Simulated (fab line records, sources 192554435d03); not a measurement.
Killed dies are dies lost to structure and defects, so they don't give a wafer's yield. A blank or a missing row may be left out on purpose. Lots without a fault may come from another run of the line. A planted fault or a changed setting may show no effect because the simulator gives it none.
Problem report in the 8D (eight disciplines) form, filled by code | flow n5_finfet | the parts of the form that need people (team, actions taken, sign-off) are left out

1. THE PROBLEM
trench_depth_nm at N5_BEOL_M12_OCD_MEAS_35 reads a mean of 401 nm on 1 wafer of 1 lot; wafers without a fault read 318 nm with a standard deviation of 6.5. That is +13 standard deviations from the usual mean.
First seen on wafer L571.5, day 12 13:44, on ocd-01. The record holds 21 wafers of 7 lots with a number at this step. Rule for "out", or "out of limits": more than 4 standard deviations from the usual mean. The other wafers with a number count as sound.

2. WHAT IT IS AND WHAT IT IS NOT
question                    | is                | is not
which readings at this step | trench_depth_nm   | -
which lots                  | L571              | L562, L564, L572, L581, L582, L585
which wafers of those lots  | L571.5            | L571.2, L571.6
read on which gauges        | ocd-01            | ocd-02
when                        | from day 12 13:44 | up to then (8 sound wafers); but 12 sound wafers of L572, L581, L582, L585 came after

3. SUSPECTS, AND WHAT RULES EACH OUT
Counting: a tool at a process step up to the reading stays a suspect if it ran every lot that is out. Sound lots after the first of them don't rule it out here, since some wafers of a struck lot are sound.
- the gauge at N5_BEOL_M12_OCD_MEAS_35: ruled out. All the wafers that are out were read on ocd-01, but those of them that N5_BEOL_M12_THK_MEAS_50 has rows for are out there too, on other tools.
- rie_diel-04 at N5_BEOL_M11_TRENCH_ETCH_37 (etches SiCOH lowk in C4F6/O2, target depth 148.83 nm, time 48 s): kept. It ran the lot that is out, L571 (day 12 13:24). N5_BEOL_M11_TRENCH_ETCH_37 gives no start for some lots, so the hours and the order of its lots are those of N5_BEOL_M12_ETCH_68.
- rie_diel-05 at N5_BEOL_M12_ETCH_68 (etches SOC in N2/H2, time 285 s): kept. It ran the lot that is out, L571 (day 12 13:24); its last sound lot up to then is L564 (day 11 03:53).
- rie_diel-05 at N5_BEOL_M12_TRENCH_ETCH_34 (etches SiOC in C4F8/O2/Ar, target depth 318.95 nm, time 125.5 s): kept. It ran the lot that is out, L571 (day 12 13:35); its last sound lot up to then is L564 (day 11 04:04).
- Within rie_diel-04 at N5_BEOL_M11_TRENCH_ETCH_37: the wafers that are out ran in chamber 1; their sound lot-mates ran in chamber 2.
- Within rie_diel-05 at N5_BEOL_M12_ETCH_68: the wafers that are out ran in chamber 0; their sound lot-mates ran in chambers 1, 3.
- Within rie_diel-05 at N5_BEOL_M12_TRENCH_ETCH_34: the wafers that are out ran in chamber 0; their sound lot-mates ran in chambers 1, 3.
Left after counting: rie_diel-04 at N5_BEOL_M11_TRENCH_ETCH_37, rie_diel-05 at N5_BEOL_M12_ETCH_68, rie_diel-05 at N5_BEOL_M12_TRENCH_ETCH_34.

4. THE CAUSE (what the simulator had put in)
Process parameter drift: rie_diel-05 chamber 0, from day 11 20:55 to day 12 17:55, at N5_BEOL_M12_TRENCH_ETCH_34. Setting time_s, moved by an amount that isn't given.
Counting left 3 suspects, and this tool is among them.

5. THE CHAIN OF EFFECTS, in route order
Each row: a reading whose mean over the struck wafers that have a number lies more than 3 standard deviations from the usual. Only readings for which the record gives a usual standard deviation are gone through. hours: the time from each lot's start at the first step in this table that gives one to its start at this step, as a median over the lots. sigmas: the change in usual standard deviations.
hours | step                    | reading           | usual         | on struck wafers | change  | sigmas
0     | N5_BEOL_M12_OCD_MEAS_35 | trench_depth_nm   | 318 nm        | 401              | +83     | +13
4     | N5_BEOL_M12_THK_MEAS_50 | M12_THK           | 313 nm        | 400              | +87     | +12
5     | N5_BEOL_M12_RS_MEAS_54  | M12_RS            | 0.0602 ohm/sq | 0.0470           | -0.0132 | -10
22    | N5_BEOL_M15_RC_MEAS_101 | SERP_M12          | 0.640 ohm/um  | 0.495            | -0.145  | -7.3
22    | N5_BEOL_M15_RC_MEAS_101 | SERP_M12_max_site | 0.652 ohm/um  | 0.506            | -0.146  | -7.0

6. WHAT WOULD HAVE CAUGHT IT SOONER
In this record the first reading out of limits at a measuring or inspecting step was taken at day 12 13:44, 17 hours after the fault began at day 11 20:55.
Of the tool readings at N5_BEOL_M12_TRENCH_ETCH_34 for which the record gives a usual standard deviation, none was out on any struck wafer, so an alarm limit of 4 standard deviations on them would not have fired.
All the lots that are out (1) had begun N5_BEOL_M12_TRENCH_ETCH_34 on rie_diel-05 by day 12 13:44. A hold on the tool at that time would have spared none of them.
